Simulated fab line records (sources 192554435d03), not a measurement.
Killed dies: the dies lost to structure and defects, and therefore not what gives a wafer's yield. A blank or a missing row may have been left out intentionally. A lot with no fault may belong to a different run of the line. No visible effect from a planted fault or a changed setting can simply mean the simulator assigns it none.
fab line records ; flow n5_finfet
record lots=10; wafers=30; last_day=17
route steps=1938 shown BEOL_M4@1063 MIM_BOT_LITHO@1862 MIM_BOT_ETCH@1867 PASSIVATION@1936
lots with no fault: from the same line, run without faults
start_h: hours from the record's first day to the start of the lot's first wafer shown ; wait_h: time in hours since the lot's previous step ; " as in the row above ; L1.1+2: a single row standing in for several wafers ; - no value, or no start was given ; * or withheld: withheld ; < > ~ a bound
route shown NAME@n: names a module that has steps shown in the file, with the first one's number in the route ; usual: average and standard deviation across the fault-free wafers ; same: alike in all rows ; chamber/n: place in a boat ; sites: per-site readings ; _std_site: their standard deviation ; _edge_site: outer sites' mean less inner sites' ; radius_mm: how far each site lies from the wafer's centre ; mask NAME#n: copy n ; behind: the most recent tool/chamber to have shaped the wafer ; hold: cause of the lot's hold/its duration in hours/its outcome ; device: the n, p or np transistor that did not switch ; end of line: the tests these same wafers got at the end of their route ; where a step has no rows: the recipe by itself ; killed: the dies lost at the first sort to structure and to defects; this is not the yield of the wafer ; map: the dies of a wafer, with x for killed, . for not killed, _ for no die there
set.NAME: the run value of the setting; set.NAME@STEP: its run value at that earlier step ; model.NAME: the simulator's own value behind a step, which no gauge read
one table for each step of the route and one row for each wafer, over a sample of lots
services: a tool's chamber out of use, with start hour (start_h, from the record's first day; less than 0 if before it), hours out, and reason
## steps
# step N5_BEOL_M4_ETCHBACK_99
# recipe chemistry=CHF3; target=SiO2; target_depth_a=50; time_s=10.4; source_w=215; bias_w=47; Ar_flow_sccm=200; CHF3_flow_sccm=12; ion_energy_ev=100; pressure_mtorr=30
# usual drypump_motor_current_A=5.8/0.55; oes_product_au=0.77/0.062; rf_vpp_V=240/4.2; showerhead_plenum_p_Torr=2.14/0.058; throttle_valve_pct=17.17/0.26
lot.wafer;tool;chamber;start_h;wait_h;drypump_motor_current_A;oes_product_au;rf_hours_counter_h;rf_vpp_V;showerhead_plenum_p_Torr;throttle_valve_pct
L550.2;rie_diel-04;0;172.16;11.0;6.8;0.72;197;243;2.05;17.48
L550.4;rie_diel-04;1;172.16;11.0;6.0;0.71;215;242;2.12;17.41
L550.5;rie_diel-04;0;172.16;11.0;6.8;0.72;-;242;2.05;17.45
L551.1;rie_diel-01;3;175.54;9.2;6.2;0.81;60;238;2.18;16.59
L551.4;rie_diel-01;0;175.54;9.2;5.3;0.85;46;234;2.20;17.08
L551.5;rie_diel-01;1;175.54;9.2;5.4;0.82;-;241;2.20;17.02
L557.3;rie_diel-01;0;210.05;2.4;5.3;0.85;59;235;2.19;17.11
L557.5;rie_diel-01;1;210.05;2.4;5.5;0.80;-;238;2.20;17.05
L557.6;rie_diel-01;2;210.05;2.4;5.2;0.78;-;246;2.08;17.04
L556.1;rie_diel-04;0;210.10;0.8;6.8;0.70;211;241;2.04;17.48
L556.3;rie_diel-04;3;210.10;0.8;5.3;0.75;178;242;2.07;17.30
L556.6;rie_diel-04;1;210.10;0.8;6.0;0.71;-;243;2.11;17.44
L558.1;rie_diel-01;3;213.13;1.0;6.2;0.79;74;238;2.18;16.64
L558.2;rie_diel-01;2;213.13;1.0;5.2;0.77;107;247;2.08;17.05
L558.6;rie_diel-01;3;213.13;1.0;6.2;0.80;-;238;2.18;16.65
L559.1;rie_diel-02;3;215.99;2.9;5.0;0.73;193;233;2.13;17.49
L559.4;rie_diel-02;3;215.99;2.9;5.0;0.73;-;235;2.13;17.52
L559.5;rie_diel-02;2;215.99;2.9;5.8;0.74;-;243;2.23;17.13
L564.1;rie_diel-01;0;255.59;1.7;5.3;0.83;71;234;2.19;17.12
L564.2;rie_diel-01;2;255.59;1.7;5.1;0.77;117;246;2.07;17.05
L564.3;rie_diel-01;3;255.59;1.7;6.3;0.78;85;237;2.18;16.66
L567.1;rie_diel-01;0;274.36;1.6;5.3;0.83;77;233;2.19;17.14
L567.2;rie_diel-01;3;274.36;1.6;6.2;0.78;91;237;2.17;16.68
L567.3;rie_diel-01;1;274.36;1.6;5.4;0.78;100;240;2.19;17.07
L570.2;rie_diel-01;0;287.94;3.3;5.3;0.81;82;234;2.18;17.15
L570.3;rie_diel-01;1;287.94;3.3;5.4;0.78;105;241;2.19;17.08
L570.6;rie_diel-01;0;287.94;3.3;5.3;0.82;-;231;2.18;17.16
L569.1;rie_diel-02;0;296.90;1.5;5.6;0.87;22;238;2.19;16.99
L569.4;rie_diel-02;3;296.90;1.5;5.0;0.71;223;234;2.12;17.56
L569.5;rie_diel-02;3;296.90;1.5;5.0;0.71;-;233;2.12;17.56
# step N5_MIM_BOT_LITHO_CD_MEAS_08
# recipe target_cd_nm=3000; landing_energy_ev=500; detector=se_inlens; polarity=opening
# usual cd_nm=2999.0/1.9
lot.wafer;tool;chamber;start_h;wait_h;cd_nm
L550.2;cd_sem-03;0;269.74;-;2999.5
L550.4;cd_sem-03;0;269.74;-;2997.9
L550.5;cd_sem-03;0;269.74;-;2998.1
L551.1;cd_sem-02;0;274.01;-;3000.0
L551.4;cd_sem-02;0;274.01;-;2998.4
L551.5;cd_sem-02;0;274.01;-;2999.0
L557.3;cd_sem-03;0;310.79;-;2999.8
L557.5;cd_sem-03;0;310.79;-;2998.1
L557.6;cd_sem-03;0;310.79;-;2998.7
L556.1;cd_sem-02;0;314.42;-;3000.9
L556.3;cd_sem-02;0;314.42;-;2997.1
L556.6;cd_sem-02;0;314.42;-;3001.2
L558.1;cd_sem-03;0;322.49;-;3000.7
L558.2;cd_sem-03;0;322.49;-;2999.6
L558.6;cd_sem-03;0;322.49;-;2999.3
L559.1;cd_sem-02;0;332.50;-;2998.7
L559.4;cd_sem-02;0;332.50;-;3001.3
L559.5;cd_sem-02;0;332.50;-;2998.2
L564.1;cd_sem-03;0;357.78;-;2996.9
L564.2;cd_sem-03;0;357.78;-;3002.4
L564.3;cd_sem-03;0;357.78;-;2999.3
L567.1;cd_sem-02;0;374.26;-;2999.8
L567.2;cd_sem-02;0;374.26;-;2997.7
L567.3;cd_sem-02;0;374.26;-;2998.2
L570.2;cd_sem-01;0;388.43;-;2995.1
L570.3;cd_sem-01;0;388.43;-;2999.5
L570.6;cd_sem-01;0;388.43;-;2999.3
L569.1;cd_sem-01;0;400.50;-;2998.0
L569.4;cd_sem-01;0;400.50;-;2997.2
L569.5;cd_sem-01;0;400.50;-;2998.7
# step N5_MIM_BOT_LITHO_DESCUM_10
# recipe chemistry=O2; time_s=7.9; source_power_w=50; bias_power_w=20; pressure_mtorr=20; rf_frequency_hz=2.712e+07; temp_c=40; o2_flow_sccm=225
# usual bias_power_w=20.00/0.061; drypump_motor_current_A=5.8/0.56; oes_product_au=0.77/0.08; rf_vpp_V=243.0/1.4; showerhead_plenum_p_Torr=2.08/0.065; throttle_valve_pct=20.54/0.21
lot.wafer;tool;chamber;start_h;wait_h;bias_power_w;drypump_motor_current_A;oes_product_au;rf_hours_counter_h;rf_vpp_V;showerhead_plenum_p_Torr;throttle_valve_pct
L550.2;rie_diel-02;3;269.83;0.0;19.96;5.0;0.71;212;243.6;2.05;20.77
L550.4;rie_diel-02;1;269.83;0.0;19.99;6.6;0.70;-;243.3;2.07;20.69
L550.5;rie_diel-02;2;269.83;0.0;19.97;5.8;0.72;-;243.4;2.16;20.47
L551.1;rie_diel-04;2;274.23;0.1;20.06;6.2;0.82;81;243.8;2.02;20.12
L551.4;rie_diel-04;2;274.23;0.1;20.02;6.2;0.83;-;242.5;2.02;20.12
L551.5;rie_diel-04;3;274.23;0.1;19.98;5.3;0.72;-;242.2;2.00;20.68
L557.3;rie_diel-02;2;310.87;0.0;20.00;5.8;0.73;223;243.5;2.15;20.51
L557.5;rie_diel-02;0;310.87;0.0;20.14;5.6;0.89;-;244.3;2.15;20.49
L557.6;rie_diel-02;3;310.87;0.0;20.05;5.1;0.70;-;242.9;2.04;20.78
L556.1;rie_diel-02;2;314.54;0.1;19.95;5.8;0.73;224;243.7;2.15;20.51
L556.3;rie_diel-02;0;314.54;0.1;19.94;5.6;0.89;27;244.3;2.15;20.50
L556.6;rie_diel-02;0;314.54;0.1;19.87;5.6;0.88;-;242.3;2.15;20.50
L558.1;rie_diel-01;1;322.58;0.0;19.95;5.4;0.77;116;243.4;2.13;20.48
L558.2;rie_diel-01;0;322.58;0.0;19.99;5.3;0.82;92;242.8;2.11;20.46
L558.6;rie_diel-01;0;322.58;0.0;20.01;5.3;0.81;-;244.0;2.11;20.46
L559.1;rie_diel-02;0;332.59;0.0;20.04;5.6;0.87;34;243.9;2.15;20.51
L559.4;rie_diel-02;3;332.59;0.0;20.11;5.0;0.70;235;242.4;2.04;20.81
L559.5;rie_diel-02;1;332.59;0.0;20.00;6.6;0.69;-;241.1;2.06;20.73
L564.1;rie_diel-04;2;357.87;0.0;20.00;6.1;0.80;116;241.5;2.01;20.16
L564.2;rie_diel-04;0;357.87;0.0;20.05;6.8;0.96;7;246.2;2.24;20.55
L564.3;rie_diel-04;3;357.87;0.0;19.91;5.3;0.71;234;240.5;1.99;20.74
L567.1;rie_diel-02;0;374.35;0.0;20.03;5.6;0.85;50;243.6;2.14;20.54
L567.2;rie_diel-02;1;374.35;0.0;19.93;6.6;0.67;236;241.2;2.06;20.75
L567.3;rie_diel-02;2;374.35;0.0;19.97;5.8;0.70;245;244.3;2.15;20.53
L570.2;rie_diel-01;3;388.52;0.0;20.01;6.3;0.75;132;244.4;2.09;20.05
L570.3;rie_diel-01;0;388.52;0.0;19.93;5.3;0.78;116;243.0;2.10;20.52
L570.6;rie_diel-01;1;388.52;0.0;20.05;5.4;0.76;-;241.7;2.12;20.53
L569.1;rie_diel-02;2;400.59;0.0;19.98;5.8;0.69;257;244.9;2.14;20.55
L569.4;rie_diel-02;0;400.59;0.0;20.01;5.6;0.83;62;243.9;2.14;20.54
L569.5;rie_diel-02;0;400.59;0.0;20.06;5.6;0.83;-;243.9;2.14;20.55
# step N5_MIM_BOT_ETCH_ETCH_03
# recipe chemistry=Cl2/BCl3; target_depth_a=120; pressure_mtorr=8; icp_w=800; bias_w=100; Cl2_flow_sccm=20; bcl3_flow_sccm=80
# usual drypump_motor_current_A=5.7/0.35; oes_product_au=0.82/0.099; throttle_valve_pct=27.6/0.35
lot.wafer;tool;chamber;start_h;wait_h;drypump_motor_current_A;oes_product_au;rf_hours_counter_h;throttle_valve_pct
L550.2;rie_metal-01;1;269.98;0.1;5.7;0.86;23;28.0
L550.4;rie_metal-01;1;269.98;0.1;5.7;0.86;-;28.0
L550.5;rie_metal-01;0;269.98;0.1;6.1;0.89;-;27.1
L551.1;rie_metal-01;1;274.38;0.1;5.7;0.86;24;28.0
L551.4;rie_metal-01;1;274.38;0.1;5.7;0.86;-;28.0
L551.5;rie_metal-01;1;274.38;0.1;5.7;0.86;-;28.0
L557.3;rie_metal-03;1;311.12;0.1;5.6;0.68;-;28.0
L557.5;rie_metal-03;1;311.12;0.1;5.5;0.68;-;28.0
L557.6;rie_metal-03;0;311.12;0.1;5.9;0.91;-;27.5
L556.1;rie_metal-02;1;314.69;0.1;5.7;0.95;1;27.5
L556.3;rie_metal-02;0;314.69;0.1;4.9;0.65;-;27.2
L556.6;rie_metal-02;1;314.69;0.1;5.7;0.95;-;27.5
L558.1;rie_metal-01;0;322.73;0.1;6.1;0.87;21;27.2
L558.2;rie_metal-01;1;322.73;0.1;5.7;0.84;28;28.0
L558.6;rie_metal-01;1;322.73;0.1;5.7;0.85;-;28.0
L559.1;rie_metal-01;0;332.74;0.1;6.1;0.86;22;27.2
L559.4;rie_metal-01;1;332.74;0.1;5.7;0.85;-;28.0
L559.5;rie_metal-01;0;332.74;0.1;6.1;0.87;-;27.2
L564.1;rie_metal-02;1;358.02;0.1;5.7;0.92;5;27.5
L564.2;rie_metal-02;0;358.02;0.1;4.9;0.65;99;27.2
L564.3;rie_metal-02;0;358.02;0.1;4.9;0.65;-;27.3
L567.1;rie_metal-01;1;374.50;0.1;5.7;0.83;32;28.0
L567.2;rie_metal-01;0;374.50;0.1;6.1;0.85;25;27.2
L567.3;rie_metal-01;1;374.50;0.1;5.7;0.82;-;28.0
L570.2;rie_metal-01;1;388.67;0.1;5.7;0.82;34;28.0
L570.3;rie_metal-01;1;388.67;0.1;5.7;0.81;-;28.0
L570.6;rie_metal-01;0;388.67;0.1;6.1;0.85;-;27.2
L569.1;rie_metal-02;1;400.75;0.1;5.7;0.89;10;27.5
L569.4;rie_metal-02;1;400.75;0.1;5.7;0.89;-;27.5
L569.5;rie_metal-02;1;400.75;0.1;5.7;0.89;-;27.5
# step N5_PASSIVATION_PROBE_49
# usual defect_limited_yield=91.3/1.4; killed_at_M0_to_M3=36/11; killed_at_M4_up=13/5.2; killed_at_contacts=13/6.5; killed_at_front_end=37/11; killed_at_other=3.6/2.9; killed_dies=103/17; killed_on_rim=13/3.6; killed_open=68/12; killed_short=33/7.3; sort_bin_4_leakage=0.01/0.039; sort_bin_5_function=5.2/0.91; sort_bin_6_memory=3.2/0.67; sort_n_pass=1077/17; sort_yield_pct=91.3/1.4
# same gross_dies=1180; killed_at_back_side=0; sort_bin_8_speed[%]=0
lot.wafer;tool;chamber;start_h;wait_h;defect_limited_yield[%];killed_at_M0_to_M3;killed_at_M4_up;killed_at_contacts;killed_at_front_end;killed_at_other;killed_dies;killed_on_rim;killed_open;killed_short;sort_bin_4_leakage[%];sort_bin_5_function[%];sort_bin_6_memory[%];sort_n_pass;sort_yield_pct[%]
L556.1;prober-01;-;323.32;0.0;93.7;27;11;10;20;6;74;4;50;24;0;3.6;2.5;1106;93.7
L556.3;prober-01;-;323.42;0.1;90.1;33;17;14;50;3;117;20;83;33;0;6.1;3.6;1063;90.1
L556.6;prober-01;-;323.57;0.3;92.1;20;11;16;46;0;93;13;55;37;0;5.0;2.5;1087;92.1
L558.1;prober-01;-;332.93;0.0;89.7;58;7;11;37;9;122;14;77;44;0;6.4;3.6;1058;89.7
L558.2;prober-01;-;332.98;0.1;90.2;35;12;11;55;3;116;17;79;37;0;5.8;3.7;1064;90.2
L558.6;prober-01;-;333.18;0.3;89.4;44;6;26;41;8;125;12;75;50;0.08;6.6;3.9;1054;89.3
L559.1;prober-01;-;341.32;0.0;87.3;47;7;12;81;3;150;22;99;51;0;7.5;5.1;1030;87.3
L559.4;prober-01;-;341.47;0.2;89.6;38;21;5;56;3;123;12;77;45;0;6.2;3.9;1057;89.6
L559.5;prober-01;-;341.52;0.2;90.4;46;16;4;36;11;113;16;75;38;0;5.8;3.5;1067;90.4
L567.1;prober-01;-;383.78;0.0;81.4;22;147;19;30;1;219;23;56;23;0;10.8;4.5;961;81.4
L567.2;prober-01;-;383.83;0.1;82.4;36;110;28;30;4;208;33;72;29;0;10.8;3.4;972;82.4
L567.3;prober-01;-;383.88;0.1;83.5;20;127;16;32;0;195;26;54;24;0;9.7;2.8;985;83.5
L570.2;prober-01;-;400.11;0.1;82.3;24;142;6;35;2;209;22;57;18;0;9.7;4.2;971;82.3
L570.3;prober-01;-;400.16;0.1;81.7;25;137;14;33;7;216;25;68;23;0;10.7;3.5;964;81.7
L570.6;prober-01;-;400.31;0.3;81.3;21;149;13;31;7;221;27;49;33;0.42;11.2;3.5;954;80.8
# killed by level:class
L556.1 FIN_SAQP:geometric_particle:open=8 BEOL_M0_SAQP:geometric_particle:short=8 MOL_CONTACT_COAG:geometric_particle:open=6 BEOL_M3:geometric_particle:open=6 BEOL_M0_SAQP:geometric_particle:open=5 MOL_CONTACT_COAG:geometric_particle:short=4 BEOL_M2:geometric_particle:open=4 FIN_SAQP:geometric_particle:short=3
L556.3 FIN_SAQP:geometric_particle:open=23 MOL_CONTACT_COAG:geometric_particle:open=13 BEOL_M3:geometric_particle:open=11 BEOL_M2:geometric_particle:open=8 BEOL_M0_SAQP:geometric_particle:short=7 DUMMY_GATE:geometric_particle:open=5 FIN_SAQP:geometric_particle:short=5 BEOL_M4:geometric_particle:short=5
L556.6 FIN_SAQP:geometric_particle:open=18 MOL_CONTACT_COAG:geometric_particle:open=13 FIN_SAQP:geometric_particle:short=9 BEOL_M0_SAQP:geometric_particle:short=6 BEOL_M4:geometric_particle:open=4 STARTING-WAFER:geometric_particle:short=4 FIN_CUT:geometric_particle:short=3 BEOL_M3:geometric_particle:open=3
L558.1 BEOL_M0_SAQP:geometric_particle:open=15 BEOL_M0_SAQP:geometric_particle:short=13 GATE_CUT:geometric_particle:short=10 MOL_CONTACT_COAG:geometric_particle:open=9 BEOL_M2:geometric_particle:open=8 FIN_SAQP:geometric_particle:open=7 BEOL_M3:geometric_particle:open=7 STI_FIN_REVEAL:geometric_particle:open=5
L558.2 STI_FIN_REVEAL:geometric_particle:open=14 MOL_CONTACT_COAG:geometric_particle:open=10 BEOL_M2:geometric_particle:open=9 BEOL_M0_SAQP:geometric_particle:open=8 FIN_SAQP:geometric_particle:short=7 FIN_SAQP:geometric_particle:open=7 STI_FIN_REVEAL:geometric_particle:short=5 BEOL_M5:geometric_particle:open=5
L558.6 MOL_CONTACT_COAG:geometric_particle:open=18 BEOL_M0_SAQP:geometric_particle:short=12 FIN_SAQP:geometric_particle:short=9 BEOL_M0_SAQP:geometric_particle:open=9 FIN_SAQP:geometric_particle:open=8 MOL_CONTACT_COAG:geometric_particle:short=8 STI_FIN_REVEAL:geometric_particle:open=6 BEOL_M1:geometric_particle:open=6
L559.1 STI_FIN_REVEAL:geometric_particle:open=37 FIN_SAQP:geometric_particle:open=13 BEOL_M0_SAQP:geometric_particle:short=12 BEOL_M0_SAQP:geometric_particle:open=10 BEOL_M2:geometric_particle:open=10 MOL_CONTACT_COAG:geometric_particle:open=9 GATE_CUT:geometric_particle:short=8 STI_FIN_REVEAL:geometric_particle:short=7
L559.4 FIN_SAQP:geometric_particle:short=13 STI_FIN_REVEAL:geometric_particle:open=13 FIN_SAQP:geometric_particle:open=12 BEOL_M4:geometric_particle:open=10 BEOL_M2:geometric_particle:open=9 BEOL_M0_SAQP:geometric_particle:short=8 BEOL_M0_SAQP:geometric_particle:open=7 BEOL_M1:geometric_particle:short=6
L559.5 BEOL_M2:geometric_particle:open=16 STI_FIN_REVEAL:geometric_particle:open=13 FIN_SAQP:geometric_particle:short=7 BEOL_M4:geometric_particle:open=7 BEOL_M2:geometric_particle:short=6 BEOL_M3:geometric_particle:open=6 FIN_SAQP:geometric_particle:open=5 BEOL_M0_SAQP:geometric_particle:open=5
L567.1 BEOL_M4:unspecified=140 MOL_CONTACT_COAG:geometric_particle:open=17 STI_FIN_REVEAL:geometric_particle:open=8 BEOL_M0_SAQP:geometric_particle:open=6 DUMMY_GATE:geometric_particle:open=5 BEOL_M0_SAQP:geometric_particle:short=4 BEOL_M1:geometric_particle:open=4 FIN_SAQP:geometric_particle:short=3
L567.2 BEOL_M4:unspecified=104 MOL_CONTACT_COAG:geometric_particle:open=22 BEOL_M1:geometric_particle:open=11 BEOL_M0_SAQP:geometric_particle:open=8 BEOL_M0_SAQP:geometric_particle:short=7 STI_FIN_REVEAL:geometric_particle:open=6 MOL_CONTACT_COAG:geometric_particle:short=6 DUMMY_GATE:geometric_particle:open=4
L567.3 BEOL_M4:unspecified=117 MOL_CONTACT_COAG:geometric_particle:open=13 BEOL_M0_SAQP:geometric_particle:short=7 FIN_SAQP:geometric_particle:open=6 STI_FIN_REVEAL:geometric_particle:open=5 DUMMY_GATE:geometric_particle:open=4 BEOL_M0_SAQP:geometric_particle:open=4 STARTING-WAFER:geometric_particle:open=4
L570.2 BEOL_M4:unspecified=133 FIN_SAQP:geometric_particle:open=12 BEOL_M2:geometric_particle:open=8 DUMMY_GATE:geometric_particle:open=8 MOL_CONTACT_COAG:geometric_particle:open=6 BEOL_M0_SAQP:geometric_particle:short=6 BEOL_M0_SAQP:geometric_particle:open=5 GATE_CUT:geometric_particle:short=4
L570.3 BEOL_M4:unspecified=124 MOL_CONTACT_COAG:geometric_particle:open=13 BEOL_M4:geometric_particle:open=8 BEOL_M1:geometric_particle:open=7 BEOL_M3:geometric_particle:open=7 FIN_SAQP:geometric_particle:short=5 STI_FIN_REVEAL:geometric_particle:open=5 FIN_SAQP:geometric_particle:open=4
L570.6 BEOL_M4:unspecified=138 MOL_CONTACT_COAG:geometric_particle:open=12 FIN_SAQP:geometric_particle:short=10 BEOL_M0_SAQP:geometric_particle:short=9 BEOL_M0_SAQP:geometric_particle:open=8 FIN_SAQP:geometric_particle:open=5 BEOL_M6:geometric_particle:open=5 STI_FIN_REVEAL:geometric_particle:open=4
## services
tool;chamber;start_h;hours;kind
rie_metal-03;0;159.23;2.2;repair
rie_metal-03;0;202.61;15.0;repair
rie_diel-02;0;211.43;-;clean
rie_diel-02;0;211.43;-;consumable_replace:focus_ring
rie_diel-02;0;211.43;15.1;scheduled_down
rie_diel-02;0;211.43;15.1;vent_cycle
rie_diel-01;-;226.88;11.4;repair
rie_diel-02;0;269.78;9.7;repair
rie_diel-01;-;271.78;1.1;repair
rie_diel-04;1;272.31;-;clean
rie_diel-04;1;272.31;-;consumable_replace:focus_ring
rie_diel-04;1;272.31;14.9;scheduled_down
rie_diel-04;1;272.31;14.9;vent_cycle
rie_diel-02;-;301.01;2.8;pm
rie_diel-04;0;317.81;-;clean
rie_diel-04;0;317.81;-;consumable_replace:focus_ring
rie_diel-04;0;317.81;-;consumable_replace:showerhead
rie_diel-02;3;375.83;-;clean
rie_diel-02;3;375.83;-;consumable_replace:focus_ring
rie_diel-02;3;375.83;22.7;scheduled_down
rie_diel-02;3;375.83;22.7;vent_cycle
rie_diel-02;1;377.66;3.6;repair
rie_metal-01;-;380.65;1.2;repair
rie_diel-04;3;391.70;8.2;repair
## key
first_sign step=N5_PASSIVATION_PROBE_49; reading=killed_at_M4_up; direction=up; sigmas=24; usual=13; struck=135
effect step=N5_PASSIVATION_PROBE_49; reading=defect_limited_yield; direction=down; sigmas=6.4; usual=91.3; struck=82.1
more_kills_born_at N5_BEOL_M4_ETCHBACK_99@rie_diel-01=756
met_at N5_BEOL_M4_ETCHBACK_99
struck_lots L567,L570
not_acting_at N5_MIM_BOT_LITHO_CD_MEAS_08,N5_MIM_BOT_LITHO_DESCUM_10,N5_MIM_BOT_ETCH_ETCH_03
onset_between 255.59 274.36
fault kind=chamber_particle_source; tool=rie_diel-01; chamber=-; onset_h=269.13; steps=N5_BEOL_M4_ETCHBACK_99; rate_per_visit_cm2=1.8087; end_h=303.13
